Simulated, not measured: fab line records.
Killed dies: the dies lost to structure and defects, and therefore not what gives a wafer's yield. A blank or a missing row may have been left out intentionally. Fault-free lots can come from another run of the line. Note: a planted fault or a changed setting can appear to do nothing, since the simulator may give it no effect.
Matching of chambers || flow n5 finfet || N5_BEOL_M3_VIA_ETCH_34 on rie diel-03 has 4 sister chambers
The step etches the open film in C4F6/O2, target depth 69.4 nm, time 65.9 s. 16 wafers are shown with their chamber, then 8 later ones without.

WAFERS, EACH WITH ITS CHAMBER
{"wafer": "L078.1", "chamber": 0, "rf vpp V (V)": 682, "throttle valve pct (%)": 30.5, "drypump motor current A (A)": 6.40}
{"wafer": "L078.2", "chamber": 3, "rf vpp V (V)": 672, "throttle valve pct (%)": 30.9, "drypump motor current A (A)": 5.71}
{"wafer": "L078.4", "chamber": 1, "rf vpp V (V)": 651, "throttle valve pct (%)": 30.5, "drypump motor current A (A)": 5.95}
{"wafer": "L083.2", "chamber": 1, "rf vpp V (V)": 653, "throttle valve pct (%)": 30.5, "drypump motor current A (A)": 6.00}
{"wafer": "L083.3", "chamber": 0, "rf vpp V (V)": 683, "throttle valve pct (%)": 30.5, "drypump motor current A (A)": 6.44}
{"wafer": "L083.4", "chamber": 0, "rf vpp V (V)": 683, "throttle valve pct (%)": 30.5, "drypump motor current A (A)": 6.40}
{"wafer": "L082.2", "chamber": 0, "rf vpp V (V)": 682, "throttle valve pct (%)": 30.5, "drypump motor current A (A)": 6.39}
{"wafer": "L082.4", "chamber": 1, "rf vpp V (V)": 652, "throttle valve pct (%)": 30.5, "drypump motor current A (A)": 5.96}
{"wafer": "L082.5", "chamber": 0, "rf vpp V (V)": 681, "throttle valve pct (%)": 30.5, "drypump motor current A (A)": 6.37}
{"wafer": "L085.3", "chamber": 0, "rf vpp V (V)": 683, "throttle valve pct (%)": 30.5, "drypump motor current A (A)": 6.38}
{"wafer": "L085.4", "chamber": 1, "rf vpp V (V)": 651, "throttle valve pct (%)": 30.5, "drypump motor current A (A)": 5.95}
{"wafer": "L085.5", "chamber": 3, "rf vpp V (V)": 672, "throttle valve pct (%)": 30.9, "drypump motor current A (A)": 5.69}
{"wafer": "L091.4", "chamber": 2, "rf vpp V (V)": 639, "throttle valve pct (%)": 31.2, "drypump motor current A (A)": 6.06}
{"wafer": "L091.5", "chamber": 1, "rf vpp V (V)": 651, "throttle valve pct (%)": 30.5, "drypump motor current A (A)": 5.94}
{"wafer": "L091.6", "chamber": 0, "rf vpp V (V)": 683, "throttle valve pct (%)": 30.6, "drypump motor current A (A)": 6.39}
{"wafer": "L092.1", "chamber": 3, "rf vpp V (V)": 672, "throttle valve pct (%)": 30.9, "drypump motor current A (A)": 5.69}

SIGNATURES, as means of the wafers listed above
{"reading": "rf vpp V", "chamber 0": 682.43, "chamber 1": 651.60, "chamber 2": 639.00, "chamber 3": 672.00, "scatter within a chamber": 0.759}
{"reading": "throttle valve pct", "chamber 0": 30.514, "chamber 1": 30.500, "chamber 2": 31.200, "chamber 3": 30.900, "scatter within a chamber": 0.0267}
{"reading": "drypump motor current A", "chamber 0": 6.3957, "chamber 1": 5.9600, "chamber 2": 6.0600, "chamber 3": 5.6967, "scatter within a chamber": 0.0213}
Rule: for each reading, subtract the chamber's mean from the wafer's reading, divide by that reading's scatter and square the result; add these up over the readings and take the root, which gives the wafer's distance from the chamber. If the next closest chamber is less than 2 further off than the closest, the wafer can't be placed; otherwise it belongs to the closest. The scatter: take each reading less its chamber's mean, square it, sum over the shown wafers, divide by the number of wafers less the number of chambers, and take the root.

WAFERS MISSING THEIR CHAMBER
{"wafer": "L092.3", "rf vpp V (V)": 650, "throttle valve pct (%)": 30.5, "drypump motor current A (A)": 5.98}
{"wafer": "L092.4", "rf vpp V (V)": 683, "throttle valve pct (%)": 30.5, "drypump motor current A (A)": 6.41}
{"wafer": "L093.1", "rf vpp V (V)": 652, "throttle valve pct (%)": 30.5, "drypump motor current A (A)": 5.96}
{"wafer": "L093.2", "rf vpp V (V)": 639, "throttle valve pct (%)": 31.2, "drypump motor current A (A)": 6.05}
{"wafer": "L093.5", "rf vpp V (V)": 671, "throttle valve pct (%)": 30.9, "drypump motor current A (A)": 5.69}
{"wafer": "L097.2", "rf vpp V (V)": 682, "throttle valve pct (%)": 30.6, "drypump motor current A (A)": 6.37}
{"wafer": "L097.3", "rf vpp V (V)": 652, "throttle valve pct (%)": 30.5, "drypump motor current A (A)": 5.95}
{"wafer": "L097.5", "rf vpp V (V)": 652, "throttle valve pct (%)": 30.5, "drypump motor current A (A)": 5.95}

CHAMBER TAKEN BY EACH
{"wafer": "L092.3", "from the rows above": 1, "in truth": 1}
{"wafer": "L092.4", "from the rows above": 0, "in truth": 0}
{"wafer": "L093.1", "from the rows above": 1, "in truth": 1}
{"wafer": "L093.2", "from the rows above": 2, "in truth": 2}
{"wafer": "L093.5", "from the rows above": 3, "in truth": 3}
{"wafer": "L097.2", "from the rows above": 0, "in truth": 0}
{"wafer": "L097.3", "from the rows above": 1, "in truth": 1}
{"wafer": "L097.5", "from the rows above": 1, "in truth": 1}
Correctly placed: 8 of 8. Can't be placed from these rows: 0. Wrongly placed: 0.
